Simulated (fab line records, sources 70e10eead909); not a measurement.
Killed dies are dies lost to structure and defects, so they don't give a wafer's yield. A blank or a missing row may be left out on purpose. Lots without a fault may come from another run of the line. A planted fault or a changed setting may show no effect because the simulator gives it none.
A struck lot beside a sound one | flow nand_harc | 14 steps out of a route of 1159
Sound: wafers L327.1, L327.2, L327.4. Struck: wafers L338.2, L338.3. (L338.4 of the same lot was not struck and is left out.) The cause comes at the end.
At each step with rows: each side's tool, then ch and its chambers, then its first start. Under that, the readings that differ: sound wafers | struck wafers | difference of the means | sigmas: that difference in standard deviations of wafers without a fault.
alike: readings whose means differ by less than 2 such deviations, and words and numbers that are the same on both sides. not compared: withheld readings, readings that some wafer has no value for, bounds like >300 that may hide the same value, and numbers for which the record gives no deviation and whose values overlap.
The two part at a step that has a row with sigmas, a row that says differs or no value, or rows on one side only. Numbers that don't overlap but have no deviation are shown without sigmas and don't part them. A reading that every wafer of one side lacks parts them only if that side has two wafers or more.

NHARC_A_BLC_ETCH_16: etches the open film in CF4, target depth 39 nm, time 65 s.
  sound on rie_diel-04 ch 0,1,2, day 18 08:28; struck on rie_diel-08 ch 2,3, day 20 12:34
  reading                | sound    | struck | difference | sigmas
  rf_hours_counter_h (h) | 14 13 13 | 16 15  | +2         |
  alike: drypump_motor_current_A, oes_product_au, rf_vpp_V, showerhead_plenum_p_Torr, throttle_valve_pct
then, 2 steps without rows for these wafers: NHARC_A_BLC_ETCH_17 (etches the open film in N2/H2, target depth 390 nm, time 609.38 s); NHARC_A_BLC_ETCH_18 (etches the open film in C4F8/O2/Ar, target depth 910 nm).
NHARC_A_BLC_CD_MEAS_19:
  sound on cd_sem-01, day 18 09:21; struck on cd_sem-02, day 20 13:38
  alike: cd_nm
NHARC_A_BLC_STRIP_29: strips in CF4.
  sound on rie_diel-08 ch 1,2,3, day 18 09:26; struck on rie_diel-08 ch 2,3, day 20 13:43
  reading                | sound    | struck | difference | sigmas
  rf_hours_counter_h (h) | 10 11 10 | 17 16  | +6         |
  alike: drypump_motor_current_A, oes_product_au, rf_vpp_V, showerhead_plenum_p_Torr, throttle_valve_pct
then, 2 steps without rows for these wafers: NHARC_A_BLC_STRIP_21 (strips in O2); NHARC_A_BLC_STRIP_22 (strips in post etch residue remover, time 600 s).
NHARC_A_BLC_DEGAS_30: time 60 s.
  sound on pvd_sputter-02, day 18 09:58; struck on pvd_sputter-02, day 20 14:17
  alike: heater_power_w
then, 1 step without rows for these wafers: NHARC_A_BLC_PRE_CLEAN_31 (time 15 s).
NHARC_A_BLC_PVD_32: deposits Ti, target thk 5 nm, time 17.7 s.
  sound on pvd_sputter-02; struck on pvd_sputter-02
  alike: throttle_valve_pct
then, 1 step without rows for these wafers: NHARC_A_BLC_ALD_23 (deposits TiN, target thk 3 nm, pulse time 1 s, ald cycles 150).
NHARC_A_BLC_CVD_24: deposits W, target thk 150 nm, time 434 s.
  sound on cvd_w-02 ch 0,1; struck on cvd_w-02 ch 0,1
  alike: heater_power_w, throttle_valve_pct
NHARC_A_BLC_CMP_25: polishes, t overpolish 30 s, target thk 150 nm.
  sound on cmp-02 ch 1,2,3, day 18 14:31; struck on cmp-04 ch 0,2, day 20 15:16
  reading                | sound          | struck    | difference | sigmas
  time_to_endpoint_s (s) | 28.3 29.0 31.8 | 17.9 17.7 | -11.9      | -4
  alike: motor_current_A, overpolish_run_s
then, 1 step without rows for these wafers: NHARC_END_SORT_01.

WHERE THEY PART
Only at NHARC_A_BLC_CMP_25, within this record.

WHY: what the simulator had put in
Process parameter drift: cmp-04, from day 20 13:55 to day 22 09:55, at NHARC_A_BLC_CMP_25. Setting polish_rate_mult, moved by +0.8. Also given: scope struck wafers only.
